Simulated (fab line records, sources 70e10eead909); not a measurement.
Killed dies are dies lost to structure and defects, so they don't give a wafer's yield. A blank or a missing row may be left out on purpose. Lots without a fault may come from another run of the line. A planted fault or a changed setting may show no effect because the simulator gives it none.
fab line records | flow nand_harc
record lots=12 wafers=36 last_day=24
route steps=1159 shown A_STAIRCASE@746 A_SGD_CUT@765 A_SLIT@780 A_SIN_REMOVE@808
lots that met no fault: from a run of the same line without faults
start_h: hours from the record's first day to the start of the lot's first wafer shown | wait_h: hours since the lot's step before | " the same as in the row above | L1.1+2: a row that stands for several wafers | - no value, or no start given | * or withheld: withheld | < > ~ a bound
route shown NAME@n: a module of which the file shows steps, and the number in the route of the first | usual: mean/standard deviation of fault-free wafers | same: alike in all rows | chamber/n: place in a boat | sites: the reading at each site | _std_site: their standard deviation | _edge_site: outer sites' mean less inner sites' | radius_mm: how far each site lies from the wafer's centre | mask NAME#n: copy n | behind: the tool/chamber that last shaped the wafer | hold: why the lot was held/for how many hours/how that ended | device: the transistor (n, p or np) that didn't switch | end of line: the same wafers' tests at the end of the route | a step without rows: its recipe alone | killed: dies lost to structure and defects at the first sort, not the wafer's yield | map: a wafer's dies, x killed, . not, _ none there
set.NAME: the setting as run; set.NAME@STEP: as run at that earlier step | model.NAME: the simulator's own value behind a step, which no gauge read
steps of the route over a sample of lots; a table a step, a row a wafer
services: from which hour (start_h, from the record's first day; less than 0 if before it) a tool's chamber was out of use, for how many hours, and why
## steps
# step NHARC_A_STAIRCASE_INSPECT_155
# usual raw_defect_count=343/100
# columns lot.wafer tool chamber start_h wait_h raw_defect_count
L949.4 defect_inspect-01 - 315.88 0.1 406
L949.5 " - " " 257
L949.6 " - " " 399
L950.3 defect_inspect-02 - 320.45 0.1 366
L950.5 " - " " 611
L950.6 " - " " 475
L953.2 defect_inspect-01 - 320.74 0.1 336
L953.5 " - " " 304
L953.6 " - " " 466
L952.1 defect_inspect-01 - 324.05 0.1 363
L952.3 " - " " 168
L952.5 " - " " 281
L955.1 defect_inspect-02 - 344.68 0.1 289
L955.2 " - " " 264
L955.3 " - " " 270
L957.1 defect_inspect-01 - 359.02 0.1 324
L957.4 " - " " 347
L957.5 " - " " 260
L958.2 defect_inspect-01 - 370.33 0.1 433
L958.4 " - " " 281
L958.5 " - " " 483
L968.1 defect_inspect-02 - 416.24 0.1 264
L968.2 " - " " 243
L968.3 " - " " 250
L970.2 defect_inspect-01 - 416.40 0.1 200
L970.4 " - " " 214
L970.6 " - " " 205
L967.2 defect_inspect-02 - 417.72 0.1 329
L967.3 " - " " 532
L967.6 " - " " 325
L966.2 defect_inspect-01 - 418.01 0.1 369
L966.4 " - " " 345
L966.6 " - " " 358
L971.2 defect_inspect-02 - 436.74 0.1 509
L971.3 " - " " 464
L971.5 " - " " 276
# step NHARC_A_SGD_CUT_ETCH_16
# recipe target_depth_a=3105 time_s=155.2 c4f8_flow_sccm=withheld o2_flow_sccm=8 ar_flow_sccm=withheld rf_w=600 bias_w=800 chemistry=C4F8/O2/Ar
# usual oes_product_au=0.975/0.011 rf_vpp_V=722/4.1
# columns lot.wafer tool chamber start_h wait_h oes_product_au rf_hours_counter_h rf_vpp_V
L949.4 rie_diel-09 2 - - 0.972 4 721
L949.5 " 3 " " 0.961 - 731
L949.6 " 0 " " 0.970 - 719
L950.3 rie_diel-10 0 - - 0.984 11 729
L950.5 " 2 " " 0.975 - 727
L950.6 " 3 " " 0.996 - 724
L953.2 rie_diel-02 2 - - 0.984 16 716
L953.6 " 3 " " 0.971 - 720
L953.5 " 0 " " 0.966 - 719
L952.3 rie_diel-10 2 - - 0.981 11 727
L952.1 " 1 " " 0.981 8 718
L952.5 " 3 " " 0.968 - 723
L955.1 rie_diel-10 3 - - 0.977 8 722
L955.2 " 1 " " 0.981 10 720
L955.3 " 2 " " 0.983 12 728
L957.4 rie_diel-02 1 - - 0.968 3 721
L957.1 " 3 " " 0.992 2 721
L957.5 " 1 " " 0.962 - 722
L958.4 rie_diel-02 2 - - 0.976 4 717
L958.2 " 3 " " 0.991 4 720
L958.5 " 1 " " 0.976 - 722
L968.1 rie_diel-09 0 - - 0.987 12 718
L968.3 " 2 " " 0.970 13 724
L968.2 " 3 " " 0.982 12 732
L970.4 rie_diel-10 2 - - 0.982 3 727
L970.2 " 3 " " 0.963 3 722
L970.6 " 1 " " 0.973 - 719
L967.3 rie_diel-02 2 - - 0.974 9 717
L967.2 " 0 " " 0.964 10 719
L967.6 " 3 " " 0.978 - 720
L966.2 rie_diel-09 0 - - 0.960 12 718
L966.4 " 1 " " 0.961 13 727
L966.6 " 0 " " 0.959 - 719
L971.2 rie_diel-10 3 - - 0.973 5 723
L971.3 " 0 " " 0.964 6 728
L971.5 " 1 " " 0.970 - 719
# step NHARC_A_SGD_CUT_STRIP_28
# recipe time_s=20 o2_flow_sccm=500 ar_flow_sccm=0 bias_w=0 chemistry=O2
# usual drypump_motor_current_A=5.6/0.44 oes_product_au=0.999/0.0072 rf_vpp_V=57.8/0.85 showerhead_plenum_p_Torr=3.52/0.16 throttle_valve_pct=17.037/0.008
# columns lot.wafer tool chamber start_h wait_h drypump_motor_current_A oes_product_au rf_hours_counter_h rf_vpp_V showerhead_plenum_p_Torr throttle_valve_pct
L949.4 rie_diel-09 3 - - 6.3 0.995 4 59.0 3.78 17.038
L949.5 " 0 " " 5.7 0.998 - 57.8 3.36 17.031
L949.6 " 1 " " 5.0 0.996 - 58.8 3.67 17.035
L953.2 rie_diel-09 2 - - 5.8 0.985 5 58.6 3.52 17.027
L953.5 " 0 " " 5.7 0.982 - 56.8 3.36 17.023
L953.6 " 1 " " 5.0 0.991 - 57.7 3.67 17.030
L950.3 rie_diel-10 0 - - 5.0 1.003 11 57.0 3.69 17.042
L950.5 " 2 " " 6.4 1.011 - 58.8 3.65 17.034
L950.6 " 3 " " 5.0 1.013 - 56.4 3.52 17.047
L952.1 rie_diel-09 3 - - 6.3 0.989 5 58.3 3.78 17.032
L952.3 " 1 " " 5.0 0.993 4 57.6 3.67 17.027
L952.5 " 3 " " 6.3 0.994 - 58.0 3.78 17.037
L955.3 rie_diel-09 2 - - 5.7 0.995 7 57.5 3.51 17.043
L955.2 " 3 " " 6.3 1.001 7 58.2 3.78 17.034
L955.1 " 1 " " 5.0 1.010 7 59.1 3.67 17.048
L957.4 rie_diel-09 3 - - 6.2 0.996 8 58.3 3.78 17.035
L957.1 " 0 " " 5.7 0.992 7 57.6 3.36 17.042
L957.5 " 3 " " 6.2 0.992 - 58.6 3.78 17.049
L958.4 rie_diel-10 0 - - 5.0 1.006 1 58.3 3.69 17.059
L958.2 " 3 " " 4.9 1.009 1 58.1 3.52 17.033
L958.5 " 1 " " 5.6 0.999 - 57.0 3.39 17.043
L968.1 rie_diel-02 2 425.01 0.2 5.3 1.000 10 57.2 3.29 17.041
L968.2 " 3 " " 6.0 1.005 10 56.9 3.42 17.032
L968.3 " 0 " " 5.2 1.002 11 57.2 3.40 17.051
L970.4 rie_diel-09 3 - - 6.3 0.995 14 57.5 3.78 17.040
L970.2 " 1 " " 5.0 0.997 14 57.8 3.66 17.054
L970.6 " 3 " " 6.2 0.997 - 59.1 3.78 17.015
L966.2 rie_diel-02 0 425.07 0.2 5.2 0.996 11 55.5 3.40 17.032
L966.6 " 2 " " 5.3 1.006 - 55.7 3.29 17.036
L966.4 " 3 " " 5.9 1.008 - 57.7 3.42 17.040
L967.2 rie_diel-09 0 - - 5.7 1.004 13 55.9 3.36 17.037
L967.3 " 2 " " 5.7 0.995 14 59.2 3.51 17.036
L967.6 " 1 " " 5.0 0.999 - 58.1 3.66 17.037
L971.2 rie_diel-10 3 - - 4.9 1.013 6 57.4 3.52 17.028
L971.3 " 0 " " 5.0 1.015 6 57.2 3.69 17.042
L971.5 " 0 " " 5.0 1.007 - 58.4 3.69 17.051
# step NHARC_A_SLIT_DEP_00
# recipe target_thk_a=32000 temp_c=400 material=aC
# usual susceptor_temp_C=400.03/0.26 throttle_valve_pct=35.001/0.0091
# columns lot.wafer tool chamber start_h wait_h susceptor_temp_C throttle_valve_pct
L949.4 acl_dep-03 0 324.46 - 399.98 35.002
L949.5 " 0 " " 399.92 35.000
L949.6 " 0 " " 399.76 34.992
L953.2 acl_dep-02 0 328.62 - 400.09 35.001
L953.5 " 0 " " 400.18 35.002
L953.6 " 0 " " 400.19 34.987
L950.3 acl_dep-03 0 329.84 - 399.96 35.015
L950.5 " 0 " " 399.51 34.999
L950.6 " 0 " " 399.77 35.015
L952.1 acl_dep-01 0 333.18 0.4 - 34.999
L952.3 " 0 " " - 34.995
L952.5 " 0 " " - 34.986
L955.1 acl_dep-03 - 355.95 - - -
L955.2 " - " " - -
L955.3 " - " " - -
L957.1 acl_dep-02 - 368.53 - - -
L957.4 " - " " - -
L957.5 " - " " - -
L958.2 acl_dep-01 0 379.28 - 400.24 34.989
L958.4 " 0 " " 399.82 34.993
L958.5 " 0 " " 400.23 34.999
L968.1 acl_dep-02 0 427.31 - - 35.000
L968.2 " 0 " " - 34.994
L968.3 " 0 " " - 34.996
L970.2 acl_dep-01 0 427.82 - 399.96 34.998
L970.4 " 0 " " 400.02 35.016
L970.6 " 0 " " 399.86 35.000
L966.2 acl_dep-03 0 427.95 - 400.07 34.995
L966.4 " 0 " " 400.02 34.986
L966.6 " 0 " " 400.54 34.997
L967.2 acl_dep-01 0 429.78 - - 35.001
L967.3 " 0 " " - 35.001
L967.6 " 0 " " - 34.998
L971.2 acl_dep-02 0 447.60 - 400.51 35.018
L971.3 " 0 " " 399.99 34.997
L971.5 " 0 " " 400.07 34.992
# step NHARC_A_SLIT_CD_MEAS_21
# usual cd_nm=289.5/0.79
# columns lot.wafer tool chamber start_h wait_h cd_nm
L949.4 cd_sem-03 - 329.64 - 288.3
L949.5 " - " " 288.0
L949.6 " - " " 288.5
L953.2 cd_sem-02 - 334.57 - 290.3
L953.5 " - " " 289.7
L953.6 " - " " 289.9
L950.3 cd_sem-01 - 335.49 - 289.6
L950.5 " - " " 289.6
L950.6 " - " " 290.2
L952.1 cd_sem-01 - 339.58 - 290.3
L952.3 " - " " 289.5
L952.5 " - " " 290.2
L955.1 cd_sem-01 - 362.19 - -
L955.2 " - " " -
L955.3 " - " " -
L957.1 cd_sem-03 - 374.61 - -
L957.4 " - " " -
L957.5 " - " " -
L958.2 cd_sem-03 - 387.72 - 290.0
L958.4 " - " " 289.6
L958.5 " - " " 289.5
L968.1 cd_sem-03 - 433.63 - 289.2
L968.2 " - " " 289.6
L968.3 " - " " 289.4
L970.2 cd_sem-02 - 435.25 - 290.7
L970.4 " - " " 290.1
L970.6 " - " " 290.4
L966.2 cd_sem-01 - 435.28 - 290.1
L966.4 " - " " 290.1
L966.6 " - " " 290.1
L967.2 cd_sem-02 - 436.91 - 289.7
L967.3 " - " " 290.5
L967.6 " - " " 290.2
L971.2 cd_sem-01 - 453.56 - 290.2
L971.3 " - " " 290.9
L971.5 " - " " 290.3
# step NHARC_A_SIN_REMOVE_INSPECT_04
# usual raw_defect_count=305/86
# columns lot.wafer tool chamber start_h wait_h hold raw_defect_count
L949.4 defect_inspect-02 - 337.31 0.0 - 202
L949.5 " - " " - 182
L949.6 " - " " - 224
L953.2 defect_inspect-02 - 342.25 0.0 - 278
L953.5 " - " " - 483
L953.6 " - " " - 409
L950.3 defect_inspect-01 - 342.26 0.0 - 225
L950.5 " - " " - 198
L950.6 " - " " - 196
L952.1 defect_inspect-02 - 347.24 0.0 - 221
L952.3 " - " " - 285
L952.5 " - " " - 333
L955.1 defect_inspect-02 - 369.93 0.0 await_dispo/0.2h/release 4796
L955.2 " - " " await_dispo/0.2h/release 4776
L955.3 " - " " await_dispo/0.2h/release 4749
L955.1 defect_inspect-02 - 370.10 0.2 - 4786
L955.2 " - " " - 4785
L955.3 " - " " - 4682
L957.1 defect_inspect-02 - 382.32 0.0 await_dispo/0.2h/release 4542
L957.4 " - " " await_dispo/0.2h/release 4509
L957.5 " - " " await_dispo/0.2h/release 4515
L957.1 defect_inspect-02 - 382.49 0.2 - 4555
L957.4 " - " " - 4482
L957.5 " - " " - 4498
L958.2 defect_inspect-01 - 395.46 0.0 - 306
L958.4 " - " " - 447
L958.5 " - " " - 369
L968.1 defect_inspect-02 - 441.26 0.0 - 261
L968.2 " - " " - 197
L968.3 " - " " - 252
L966.2 defect_inspect-02 - 441.27 0.0 - 250
L966.4 " - " " - 356
L966.6 " - " " - 246
L970.2 defect_inspect-02 - 441.30 0.0 - 275
L970.4 " - " " - 219
L970.6 " - " " - 200
L967.2 defect_inspect-02 - 444.58 0.0 - 459
L967.3 " - " " - 430
L967.6 " - " " - 340
L971.2 defect_inspect-01 - 461.14 0.0 - 342
L971.3 " - " " - 275
L971.5 " - " " - 250
## services
# columns tool chamber start_h hours kind
acl_dep-01 - 294.40 13.0 pm
rie_diel-09 0 312.10 - clean
rie_diel-09 1 312.10 - clean
rie_diel-09 2 312.10 - clean
rie_diel-09 3 312.10 - clean
rie_diel-02 - 327.86 9.0 pm
rie_diel-09 0 336.60 - clean
rie_diel-09 1 336.60 - clean
rie_diel-09 2 336.60 - clean
rie_diel-09 3 336.60 - clean
acl_dep-02 - 350.14 13.0 pm
rie_diel-10 - 353.53 9.0 pm
rie_diel-09 0 361.10 - clean
rie_diel-09 1 361.10 - clean
rie_diel-09 2 361.10 - clean
rie_diel-09 3 361.10 - clean
rie_diel-09 0 385.60 - clean
acl_dep-03 - 408.05 13.0 pm
rie_diel-02 1 416.22 11.6 repair
rie_diel-10 2 419.80 8.7 repair
rie_diel-09 2 422.71 1.5 repair
rie_diel-09 2 427.69 16.2 repair
rie_diel-09 - 431.10 9.0 pm
rie_diel-09 2 447.96 3.0 repair
## key
first_sign step=NHARC_A_SLIT_DEP_00 reading=tool_record direction=missing
effect step=NHARC_A_SLIT_CD_MEAS_21 reading=cd_nm direction=missing
effect step=NHARC_A_SIN_REMOVE_INSPECT_04 reading=raw_defect_count direction=up sigmas=50 usual=305 struck=4648
met_at NHARC_A_SLIT_DEP_00
struck_lots L955,L957
scrapped_behind NHARC_A_SIN_REMOVE_INSPECT_04 L955.1,L955.2,L955.3,L957.1,L957.4,L957.5
not_acting_at NHARC_A_STAIRCASE_INSPECT_155,NHARC_A_SGD_CUT_ETCH_16,NHARC_A_SGD_CUT_STRIP_28
onset_between 329.84 355.95
fault kind=skipped_step_whole tool=acl_dep-02,acl_dep-03 chamber=- onset_h=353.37 steps=NHARC_A_SLIT_DEP_00 scope=struck_lots_only
